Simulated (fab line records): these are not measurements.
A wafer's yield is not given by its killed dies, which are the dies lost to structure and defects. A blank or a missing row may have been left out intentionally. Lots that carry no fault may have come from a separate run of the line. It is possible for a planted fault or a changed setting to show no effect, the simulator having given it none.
fab line records | flow n5_finfet | part 2 of 2: steps 25 to 40 of 40
record: lots: 5 | wafers: 15 | last_day: 17
route steps=1938 shown STI_FIN_REVEAL@191 DUMMY_GATE@212
lots untouched by any fault: they come from a run of this same line in which no faults occurred
start_h: hours from the record's first day to the start of the lot's first wafer shown | wait_h: time in hours since the lot's previous step | " same as the row above | L1.1+2: a single row standing in for several wafers | - value missing, or start not given | * or withheld: withheld | < > ~ a bound
route shown NAME@n: a module of which the file shows steps, and the number in the route of the first | usual: average and standard deviation across the fault-free wafers | same: alike in all rows | chamber/n: place in a boat | sites: per-site readings | _std_site: the standard deviation of these | _edge_site: inner sites' mean taken away from outer sites' mean | radius_mm: for every site, how far away it sits from the centre of the wafer | mask NAME#n: copy n | behind: the last tool/chamber to shape the wafer | hold: why the lot went on hold/how many hours it stayed there/how the hold came to an end | device: which transistor (n, p or np) failed to switch | end of line: the tests these same wafers got at the end of their route | a step with no rows: only its recipe | killed: dies lost to structure and defects at the first sort, not the wafer's yield | map: dies across one wafer; x = killed, . = not, _ = none there
set.NAME: the setting that was run; set.NAME@STEP: the one run at that earlier step | model.NAME: the simulator's own value behind a step, which no gauge read
certain route steps with their lots: each step a table, each wafer a row
services: from which hour (start_h, from the record's first day; less than 0 if before it) a tool's chamber was out of use, for how many hours, and why
== steps ==
step: N5_DUMMY_GATE_CVD_03
recipe: material: a-Si | target_thk_a: 1500 | temp_c: 530 | precursor: SiH4 | time_s: 8042
usual: spike_tc_centre_C: 529.4/1.4
lot.wafer | tool     | chamber | start_h | wait_h | spike_tc_centre_C
L075.2    | lpcvd-02 | 1/95    | 43.85   | 0.1    | 527.6
L075.3    | "        | 1/100   | "       | "      | 527.6
L075.5    | "        | 1/109   | "       | "      | 527.6
L076.2    | lpcvd-02 | 1/95    | 49.45   | 0.1    | 527.8
L076.4    | "        | 1/104   | "       | "      | 527.8
L076.6    | "        | 1/114   | "       | "      | 527.8
L088.3    | lpcvd-01 | 1/75    | 121.11  | 0.1    | 532.6
L088.5    | "        | 1/84    | "       | "      | 532.6
L088.6    | "        | 1/89    | "       | "      | 532.6
L091.3    | lpcvd-02 | 0/25    | 138.71  | 0.1    | 529.2
L091.5    | "        | 0/34    | "       | "      | 529.2
L091.6    | "        | 0/39    | "       | "      | 529.2
L094.2    | lpcvd-01 | 1/70    | 158.89  | 0.1    | 531.6
L094.5    | "        | 1/84    | "       | "      | 531.6
L094.6    | "        | 1/89    | "       | "      | 531.6
step: N5_DUMMY_GATE_PRECLEAN_46
recipe: chemistry: DIW | time_s: 89.5 | temp_c: 23
lot.wafer  | tool         | chamber | start_h | wait_h
L075.2+3+5 | wet_bench-06 | 7,1,5   | 47.52   | 0.0
L076.2+4+6 | wet_bench-06 | 0,6,5   | 53.13   | 0.0
L088.3+5+6 | wet_bench-04 | 4,7,6   | 124.78  | 0.0
L091.3+5+6 | wet_bench-06 | 6,1,0   | 142.38  | 0.0
L094.2+5+6 | wet_bench-06 | 1,0,6   | 162.57  | 0.0
step: N5_DUMMY_GATE_SRD_47
recipe: dry_time_s: 32 | dry: n2_spin | spin_rpm: 1500
lot.wafer  | tool         | chamber | start_h | wait_h
L075.2+3+5 | wet_bench-06 | 7,1,5   | 47.55   | 0.0
L076.2+4+6 | wet_bench-06 | 0,6,5   | 53.15   | 0.0
L088.3+5+6 | wet_bench-04 | 4,7,6   | 124.81  | 0.0
L091.3+5+6 | wet_bench-06 | 6,1,0   | 142.44  | 0.0
L094.2+5+6 | wet_bench-06 | 1,0,6   | 162.60  | 0.0
step: N5_DUMMY_GATE_CMP_04
recipe: material: a-Si | post_cmp_clean: alkaline_brush
usual: motor_current_A: 10.1/0.82 | time_to_endpoint_s: 14.5/2.5
lot.wafer | tool   | chamber | start_h | wait_h | motor_current_A | time_to_endpoint_s
L075.2    | cmp-03 | 0       | 47.65   | 0.1    | 9.2             | 15.5
L075.3    | "      | 1       | "       | "      | 10.5            | 9.5
L075.5    | "      | 2       | "       | "      | 9.4             | 11.5
L076.2    | cmp-01 | 0       | 53.18   | 0.0    | 9.2             | 18.3
L076.4    | "      | 1       | "       | "      | 11.0            | 18.8
L076.6    | "      | 0       | "       | "      | 8.8             | 18.1
L088.3    | cmp-03 | 3       | 124.87  | 0.1    | 9.0             | 16.4
L088.5    | "      | 2       | "       | "      | 10.3            | 14.6
L088.6    | "      | 3       | "       | "      | 9.3             | 15.2
L091.3    | cmp-01 | 1       | 142.58  | 0.1    | 10.6            | 15.8
L091.6    | "      | 2       | "       | "      | 10.6            | 14.2
L091.5    | "      | 3       | "       | "      | 10.0            | 10.1
L094.2    | cmp-01 | 2       | 162.66  | 0.1    | 10.5            | 12.8
L094.5    | "      | 1       | "       | "      | 11.2            | 15.2
L094.6    | "      | 2       | "       | "      | 10.2            | 13.0
step: N5_DUMMY_GATE_THK_MEAS_05
usual: thk_nm: 72.4/1.2
lot.wafer | tool          | chamber | start_h | wait_h | thk_nm
L075.2    | film_metro-01 | -       | 47.82   | 0.1    | 72.4
L075.3    | "             | -       | "       | "      | 70.4
L075.5    | "             | -       | "       | "      | 70.5
L076.2    | film_metro-01 | -       | 53.43   | 0.2    | 73.2
L076.4    | "             | -       | "       | "      | 74.1
L076.6    | "             | -       | "       | "      | 72.8
L088.3    | film_metro-01 | -       | 125.09  | 0.2    | 74.3
L088.5    | "             | -       | "       | "      | 72.5
L088.6    | "             | -       | "       | "      | 73.8
L091.3    | film_metro-02 | -       | 142.73  | 0.1    | 72.6
L091.5    | "             | -       | "       | "      | 71.2
L091.6    | "             | -       | "       | "      | 71.9
L094.2    | film_metro-02 | -       | 162.87  | 0.2    | 71.3
L094.5    | "             | -       | "       | "      | 72.4
L094.6    | "             | -       | "       | "      | 72.0
step: N5_DUMMY_GATE_HM_DEP_06
recipe: material: SiNx | target_thk_a: 800 | precursor: DCS/NH3 | temp_c: 700 | pressure_mtorr: 300 | time_s: 5141
usual: spike_tc_centre_C: 700.0/1.4
lot.wafer | tool     | chamber | start_h | wait_h | spike_tc_centre_C
L075.2    | lpcvd-01 | 0/70    | 47.85   | 0.0    | 699.2
L075.3    | "        | 0/75    | "       | "      | 699.2
L075.5    | "        | 0/84    | "       | "      | 699.2
L076.2    | lpcvd-01 | 1/70    | 53.45   | 0.0    | 701.8
L076.4    | "        | 1/79    | "       | "      | 701.8
L076.6    | "        | 1/89    | "       | "      | 701.8
L088.3    | lpcvd-01 | 1/75    | 125.11  | 0.0    | 701.1
L088.5    | "        | 1/84    | "       | "      | 701.1
L088.6    | "        | 1/89    | "       | "      | 701.1
L091.3    | lpcvd-01 | 1/100   | 142.75  | 0.0    | 702.2
L091.5    | "        | 1/109   | "       | "      | 702.2
L091.6    | "        | 1/114   | "       | "      | 702.2
L094.2    | lpcvd-02 | 0/95    | 162.90  | 0.0    | 699.7
L094.5    | "        | 0/109   | "       | "      | 699.7
L094.6    | "        | 0/114   | "       | "      | 699.7
step: N5_DUMMY_GATE_PECVD_30
recipe: material: SiO2 | target_thk_a: 550 | temp_c: 400 | precursor: TEOS/O2 | pressure_torr: 6.5 | rf_w: withheld | teos_flow_sccm: withheld | gas: O2 | flow_sccm: 2650 | time_s: 10.8
lot.wafer  | tool     | chamber | start_h | wait_h
L075.2+3+5 | pecvd-03 | 1,0,2   | 51.79   | 0.0
L076.2+4+6 | pecvd-03 | 1,2,1   | 59.35   | 0.0
L088.3+5+6 | pecvd-02 | 0,1,0   | 129.07  | 0.0
L091.3+5+6 | pecvd-01 | 0,2,0   | 146.71  | 0.1
L094.2+5+6 | pecvd-02 | 2,1,2   | 166.84  | 0.0
step: N5_DUMMY_GATE_COAT_34
recipe: resist: SOC | temp_c: 250 | time_s: 60 | spin_rpm: 1500 | resist_thk_nm: 60
lot.wafer  | tool           | chamber | start_h | wait_h
L075.2+3+5 | litho_track-04 | 0       | 51.85   | 0.0
L076.2+4+6 | litho_track-01 | 0       | 59.41   | 0.0
L088.3+5+6 | litho_track-04 | 0       | 129.13  | 0.0
L091.3+5+6 | litho_track-01 | 0       | 146.77  | 0.0
L094.2+5+6 | litho_track-01 | 0       | 166.90  | 0.0
step: N5_DUMMY_GATE_COAT_35
recipe: resist: SiARC | temp_c: 220 | time_s: 60 | spin_rpm: 1500 | resist_thk_nm: 10
lot.wafer  | tool           | chamber | start_h | wait_h
L075.2+3+5 | litho_track-04 | 0       | -       | -
L076.2+4+6 | litho_track-01 | 0       | -       | -
L088.3+5+6 | litho_track-04 | 0       | -       | -
L091.3+5+6 | litho_track-01 | 0       | -       | -
L094.2+5+6 | litho_track-01 | 0       | -       | -
step: N5_DUMMY_GATE_COAT_28
recipe: resist: underlayer | temp_c: 205 | time_s: 60 | spin_rpm: 1500 | resist_thk_nm: 10
lot.wafer  | tool           | chamber | start_h | wait_h
L075.2+3+5 | litho_track-04 | 0       | -       | -
L076.2+4+6 | litho_track-01 | 0       | -       | -
L088.3+5+6 | litho_track-04 | 0       | -       | -
L091.3+5+6 | litho_track-01 | 0       | -       | -
L094.2+5+6 | litho_track-01 | 0       | -       | -
step: N5_DUMMY_GATE_COAT_09
recipe: resist: CAR-EUV | spin_rpm: 1500 | resist_thk_nm: 30
lot.wafer  | tool           | chamber | start_h | wait_h
L075.2+3+5 | litho_track-04 | 0       | -       | -
L076.2+4+6 | litho_track-01 | 0       | -       | -
L088.3+5+6 | litho_track-04 | 0       | -       | -
L091.3+5+6 | litho_track-01 | 0       | -       | -
L094.2+5+6 | litho_track-01 | 0       | -       | -
step: N5_DUMMY_GATE_EBR_11
recipe: solvent: PGMEA | ebr_width_mm: 1.5
lot.wafer  | tool           | chamber | start_h | wait_h
L075.2+3+5 | litho_track-04 | 0       | -       | -
L076.2+4+6 | litho_track-01 | 0       | -       | -
L088.3+5+6 | litho_track-04 | 0       | -       | -
L091.3+5+6 | litho_track-01 | 0       | -       | -
L094.2+5+6 | litho_track-01 | 0       | -       | -
step: N5_DUMMY_GATE_SOFTBAKE_10
recipe: temp_c: 110 | time_s: 60 | resist: CAR-EUV
lot.wafer  | tool           | chamber | start_h | wait_h
L075.2+3+5 | litho_track-04 | 0       | -       | -
L076.2+4+6 | litho_track-01 | 0       | -       | -
L088.3+5+6 | litho_track-04 | 0       | -       | -
L091.3+5+6 | litho_track-01 | 0       | -       | -
L094.2+5+6 | litho_track-01 | 0       | -       | -
step: N5_DUMMY_GATE_EXPOSE_12
recipe: mask_id: GATE | na: 0.33 | source_shape: annular | sigma_inner: 0.2 | sigma_outer: 0.6 | polarization: unpolarized | target_cd_nm: 25 | dose_mj: 34
same: na: 0.33
lot.wafer  | tool           | chamber | start_h | wait_h | mask
L075.2+3+5 | euv_scanner-01 | 0       | 52.12   | -      | GATE#0
L076.2+4+6 | euv_scanner-01 | 0       | 59.55   | -      | GATE#0
L088.3+5+6 | euv_scanner-02 | 0       | 129.40  | -      | GATE#0
L091.3+5+6 | euv_scanner-01 | 0       | 146.92  | -      | GATE#0
L094.2+5+6 | euv_scanner-02 | 0       | 167.16  | -      | GATE#0
step: N5_DUMMY_GATE_PEB_13
recipe: peb_temp_c: 100 | peb_time_s: 60 | resist: CAR-EUV
lot.wafer  | tool           | chamber | start_h | wait_h
L075.2+3+5 | litho_track-01 | 0       | 52.17   | 0.0
L076.2+4+6 | litho_track-01 | 0       | 59.60   | 0.0
L088.3+5+6 | litho_track-01 | 0       | 129.45  | 0.0
L091.3+5+6 | litho_track-04 | 0       | 146.97  | 0.0
L094.2+5+6 | litho_track-02 | 0       | 167.22  | 0.0
step: N5_DUMMY_GATE_DEVELOP_14
recipe: develop_time_s: 30 | developer: TMAH | resist: CAR-EUV | rinse_liquid: surfactant_rinse | dry: air_spin | dev_temp_c: 23
usual: developer_temp_C: 23.01/0.12
lot.wafer | tool           | chamber | start_h | wait_h | developer_temp_C
L075.2    | litho_track-01 | 0       | -       | -      | 23.08
L075.3    | "              | 0       | "       | "      | 22.81
L075.5    | "              | 0       | "       | "      | 22.95
L076.2    | litho_track-01 | 0       | -       | -      | 23.11
L076.4    | "              | 0       | "       | "      | 23.16
L076.6    | "              | 0       | "       | "      | 23.04
L088.3    | litho_track-01 | 0       | -       | -      | 22.88
L088.5    | "              | 0       | "       | "      | 22.89
L088.6    | "              | 0       | "       | "      | 23.19
L091.3    | litho_track-04 | 0       | -       | -      | 22.82
L091.5    | "              | 0       | "       | "      | 23.01
L091.6    | "              | 0       | "       | "      | 22.97
L094.2    | litho_track-02 | 0       | -       | -      | 22.99
L094.5    | "              | 0       | "       | "      | 22.92
L094.6    | "              | 0       | "       | "      | 23.10
== services ==
tool           | chamber | start_h | hours | kind
euv_scanner-01 | -       | 16.77   | 0.2   | repair
rie_diel-04    | -       | 26.51   | 1.0   | repair
rie_si-05      | -       | 28.11   | 2.8   | pm
euv_scanner-02 | -       | 28.36   | 1.0   | pm
cmp-01         | -       | 33.50   | 0.5   | repair
rie_diel-03    | 0       | 38.77   | 15.3  | repair
ald_sin-04     | 1       | 39.22   | 9.4   | repair
euv_scanner-02 | -       | 44.54   | 0.4   | repair
euv_scanner-01 | -       | 46.43   | 1.0   | pm
pecvd-02       | 1       | 47.91   | 3.8   | repair
pecvd-03       | -       | 49.42   | 0.8   | pm
wet_bench-06   | -       | 50.69   | 1.7   | repair
euv_scanner-01 | -       | 52.18   | 4.6   | pm
pecvd-02       | -       | 62.35   | 2.8   | repair
cmp-01         | -       | 66.55   | 3.6   | pm
euv_scanner-01 | -       | 102.58  | 1.0   | pm
wet_bench-05   | -       | 107.73  | 4.4   | pm
cmp-01         | -       | 111.18  | 0.7   | repair
euv_scanner-01 | -       | 136.41  | 0.9   | repair
cmp-01         | -       | 137.84  | 0.5   | repair
cmp-01         | -       | 147.57  | 0.8   | repair
lpcvd-01       | -       | 154.10  | 2.8   | pm
cmp-01         | -       | 159.52  | 0.5   | repair
euv_scanner-01 | -       | 165.16  | 1.0   | pm
